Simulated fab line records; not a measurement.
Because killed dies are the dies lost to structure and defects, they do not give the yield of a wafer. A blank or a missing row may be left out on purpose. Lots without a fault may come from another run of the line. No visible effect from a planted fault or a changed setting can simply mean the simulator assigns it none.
What tool caused it? :: flow nand-harc :: Sampling: 11 lots, 33 wafers, 3 of 1302 route steps

WHAT EACH GAUGE READ, for each wafer
NHARC_A_SIN_REMOVE_INSPECT_04.
lot: L605
measured: day 21 07:31
on: defect-inspect-01
raw-defect-count: 336 367 320

lot: L608
measured: day 21 15:25
on: defect-inspect-01
raw-defect-count: 307 260 298

lot: L606
measured: day 21 21:09
on: defect-inspect-01
raw-defect-count: 301 358 357

lot: L610
measured: day 22 00:31
on: defect-inspect-01
raw-defect-count: 490 318 392

lot: L611
measured: day 22 18:21
on: defect-inspect-01
raw-defect-count: 705 361 363

lot: L612
measured: day 24 01:50
on: defect-inspect-02
raw-defect-count: 386 316 333

lot: L614
measured: day 24 17:18
on: defect-inspect-01
raw-defect-count: 381 442 423

lot: L616
measured: day 25 04:18
on: defect-inspect-01
raw-defect-count: 320 281 308

lot: L617
measured: day 26 02:37
on: defect-inspect-02
raw-defect-count: 396 281 250

lot: L626
measured: day 29 09:26
on: defect-inspect-02
raw-defect-count: 1836 304 486

lot: L628
measured: day 30 00:58
on: defect-inspect-02
raw-defect-count: 431 330 375

EACH LOT AND THE TOOL THAT RAN IT (in order: tool; ch and the chambers of the sampled wafers; start)
lot: L605
NHARC_A_SLIT_ETCH_29: rie-diel-03 ch 0,1,3, day 21 00:18
NHARC_A_SIN_REMOVE_PRECLEAN_01: wet-bench-03 ch 0,3,6, day 21 07:20

lot: L608
NHARC_A_SLIT_ETCH_29: rie-diel-03 ch 0,1,2, day 21 08:19
NHARC_A_SIN_REMOVE_PRECLEAN_01: wet-bench-02 ch 0,6,7, day 21 15:13

lot: L606
NHARC_A_SLIT_ETCH_29: rie-diel-02 ch 1,3, day 21 13:59
NHARC_A_SIN_REMOVE_PRECLEAN_01: wet-bench-02 ch 0,2,7, day 21 20:59

lot: L610
NHARC_A_SLIT_ETCH_29: rie-diel-05 ch 1,2,3, day 21 16:14
NHARC_A_SIN_REMOVE_PRECLEAN_01: wet-bench-03 ch 0,3,7, day 22 00:20

lot: L611
NHARC_A_SLIT_ETCH_29: rie-diel-03 ch 0,2,3, day 22 11:09
NHARC_A_SIN_REMOVE_PRECLEAN_01: wet-bench-03 ch 2,4,6, day 22 18:10

lot: L612
NHARC_A_SLIT_ETCH_29: rie-diel-05 ch 1,3, day 23 18:40
NHARC_A_SIN_REMOVE_PRECLEAN_01: wet-bench-02 ch 1,2,7, day 24 01:40

lot: L614
NHARC_A_SLIT_ETCH_29: rie-diel-02 ch 0,1, day 24 10:51
NHARC_A_SIN_REMOVE_PRECLEAN_01: wet-bench-02 ch 1,3,4, day 24 17:08

lot: L616
NHARC_A_SLIT_ETCH_29: rie-diel-03 ch 0,1,3, day 24 21:17
NHARC_A_SIN_REMOVE_PRECLEAN_01: wet-bench-01 ch 0,5,7, day 25 04:08

lot: L617
NHARC_A_SLIT_ETCH_29: rie-diel-02 ch 0,2,3, day 25 19:28
NHARC_A_SIN_REMOVE_PRECLEAN_01: wet-bench-03 ch 0,4,6, day 26 02:26

lot: L626
NHARC_A_SLIT_ETCH_29: rie-diel-03 ch 0,2,3, day 29 02:13
NHARC_A_SIN_REMOVE_PRECLEAN_01: wet-bench-02 ch 3,4,7, day 29 09:15

lot: L628
NHARC_A_SLIT_ETCH_29: rie-diel-02 ch 0,2,3, day 29 17:50
NHARC_A_SIN_REMOVE_PRECLEAN_01: wet-bench-03 ch 1,6,7, day 30 00:47
- NHARC_A_SLIT_ETCH_29: etches the open film in CF4/O2, target depth 100 nm, overetch 10 nm, time 55 s.
- NHARC_A_SIN_REMOVE_PRECLEAN_01: cleans in SC1.

THE ANSWER, worked out from the rows above alone
Rule: usual is defined by the lots themselves. Put in order of their means at a reading, lots are off if they are a third of the lots or fewer, leave a main group of 4 or more, and stand apart from it by a gap of 3 or more times the standard deviation of the main group's means; of several such gaps the widest counts. A main group whose means are all the same, to the digits that the tables above print for the reading, isn't used. Also off: a lot with no number at a reading for which 4 or more lots have one. The other lots that the step has rows for count as sound.
Off at NHARC_A_SIN_REMOVE_INSPECT_04 (raw-defect-count): L626. Mean 360 and standard deviation 55 in the main group.
A tool fits if, at a process step before that reading, it ran every lot that is off, and no sound lot after the first of them. The gauges at NHARC_A_SIN_REMOVE_INSPECT_04 are tried like those tools. This does not decide it: 2 tools fit, namely rie-diel-03 at NHARC_A_SLIT_ETCH_29 and wet-bench-02 at NHARC_A_SIN_REMOVE_PRECLEAN_01.

WHAT WAS PUT IN BY THE SIMULATOR
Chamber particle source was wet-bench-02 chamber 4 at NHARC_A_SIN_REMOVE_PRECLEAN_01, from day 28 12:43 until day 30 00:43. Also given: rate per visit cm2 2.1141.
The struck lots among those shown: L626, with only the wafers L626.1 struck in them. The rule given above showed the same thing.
